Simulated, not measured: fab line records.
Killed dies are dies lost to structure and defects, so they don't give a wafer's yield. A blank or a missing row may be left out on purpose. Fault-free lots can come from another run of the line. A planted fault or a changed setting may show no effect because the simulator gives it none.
What tool caused it?    flow nandHarc    18 wafers from 6 lots sampled at 3 of the route's 1159 steps

## WHAT THE GAUGES SHOWED, per wafer
NHARC_A_ONON_D1_THK_MEAS_18: measures by ellipsometry.
lot   measured      on            thkNm (nm)
L977  day 8 08:02   filmMetro-01  997 997 997
L978  day 8 16:20   filmMetro-02  990 990 989
L985  day 10 08:23  filmMetro-02  1000 998 997
L987  day 11 00:58  filmMetro-01  1003 1449 1003
L993  day 12 00:26  filmMetro-02  1017 1019 1018
L996  day 13 00:14  filmMetro-02  998 999 999

## WHICH TOOL RAN EACH LOT (tool, then ch and the chambers of the sampled wafers, then the start)
lot   NHARC_A_ZERO_WELL_ETCH_19          NHARC_A_ONON_D1_DEP_16
L977  rieDiel-07 ch 0,2,3, day 6 18:27   pecvdOnon-02 ch 0, day 8 07:31
L978  rieDiel-07 ch 0,1, day 7 08:38     pecvdOnon-03 ch 0, day 8 15:53
L985  rieDiel-12 ch 0,1, day 8 22:29     pecvdOnon-02 ch 0, day 10 08:03
L987  rieDiel-07 ch 0,1, day 9 16:16     pecvdOnon-02 ch 0, day 11 00:31
L993  rieDiel-11 ch 1,2, day 10 16:34    pecvdOnon-04 ch 0, day 11 23:55
L996  rieDiel-12 ch 0,1,2, day 11 16:16  pecvdOnon-04 ch 0, day 12 23:47
- NHARC_A_ZERO_WELL_ETCH_19: etches the open film in N2/H2, target depth 80 nm, overetch 24 nm, time 87.88 s.
- NHARC_A_ONON_D1_DEP_16: target thk 1000 nm.

## THE ANSWER, worked out from the rows above alone
Rule: what is usual is taken from the lots themselves. Put in order of their means at a reading, lots are off if they are a third of the lots or fewer, leave a main group of 4 or more, and stand apart from it by a gap of 3 or more times the standard deviation of the main group's means; of several such gaps the widest counts. A main group whose means are all the same, to the digits that the tables above print for the reading, isn't used. Also off: a lot with no number at a reading for which 4 or more lots have one. Where the step has rows for the other lots, those lots are counted as sound.
Off at NHARC_A_ONON_D1_THK_MEAS_18 (thkNm): L987. For the main group the mean is 1000 nm and the standard deviation 9.4.
If a tool, at a process step before that reading, ran all the lots that are off and no sound lot after the first of them, it fits. Those tools and the gauges at NHARC_A_ONON_D1_THK_MEAS_18 are tried in the same way. Can't be told from this: 3 tools fit, rieDiel-07 at NHARC_A_ZERO_WELL_ETCH_19, pecvdOnon-02 at NHARC_A_ONON_D1_DEP_16, filmMetro-01 at NHARC_A_ONON_D1_THK_MEAS_18.

## WHAT THE SIMULATOR HAD INSERTED
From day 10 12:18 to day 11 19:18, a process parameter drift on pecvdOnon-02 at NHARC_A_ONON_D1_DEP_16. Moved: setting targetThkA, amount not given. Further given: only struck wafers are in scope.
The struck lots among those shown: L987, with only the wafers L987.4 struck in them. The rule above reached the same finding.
